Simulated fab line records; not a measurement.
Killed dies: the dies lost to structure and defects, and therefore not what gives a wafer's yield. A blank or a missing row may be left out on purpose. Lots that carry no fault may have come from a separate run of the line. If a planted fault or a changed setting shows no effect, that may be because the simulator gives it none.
Matching of chambers    flow nandHarc    NHARC_A_CHANNEL_FILL_D2_ALD_02 on aldHk-01: 4 sister chambers
The step deposits SiO2, target thk 6 nm, pulse time 10 s, ald cycles 60. 14 wafers are shown with their chamber, then 7 later ones without.

## WAFERS PAIRED WITH THEIR CHAMBERS
wafer   chamber  heaterPowerW (W)  precursorPulseHeightRel
L567.4  0        469               0.998
L567.5  3        518               1.012
L567.6  0        477               1.035
L569.1  3        522               0.956
L569.4  2        443               1.040
L569.5  2        452               0.959
L570.1  2        430               0.982
L570.2  3        523               1.027
L570.3  0        468               0.972
L578.1  3        524               0.976
L578.3  2        440               0.997
L578.4  1        475               1.031
L580.2  1        473               1.013
L580.5  0        481               1.015

SIGNATURES, as means of the wafers listed above
reading                  chamber 0  chamber 1  chamber 2  chamber 3  scatter within a chamber
heaterPowerW             473.75     474.00     441.25     521.75     6.23
precursorPulseHeightRel  1.00500    1.02200    0.99450    0.99275    0.0299
Rule: a wafer's distance from a chamber is the root of the sum, over the readings, of the square of ((its reading less the chamber's mean) divided by the reading's scatter). If the next closest chamber is less than 2 further off than the closest, the wafer can't be placed; otherwise it belongs to the closest. The scatter: take each reading less its chamber's mean, square it, sum over the shown wafers, divide by the number of wafers less the number of chambers, and take the root.

## WAFERS WITHOUT THEIR CHAMBER
wafer   heaterPowerW (W)  precursorPulseHeightRel
L580.6  471               0.986
L582.2  517               1.026
L582.4  447               0.994
L582.6  476               0.977
L583.3  474               0.997
L583.4  516               0.975
L583.6  484               0.975

## WHICH CHAMBER EACH ONE RAN IN
wafer   from the rows above      in truth
L580.6  can't be placed: 0 or 1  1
L582.2  3                        3
L582.4  2                        2
L582.6  can't be placed: 0 or 1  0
L583.3  can't be placed: 0 or 1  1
L583.4  3                        3
L583.6  can't be placed: 0 or 1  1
3 of 7 placed correctly. From these rows, 4 cannot be placed; in 4 the true chamber is one of the candidates. Placed wrongly: 0.
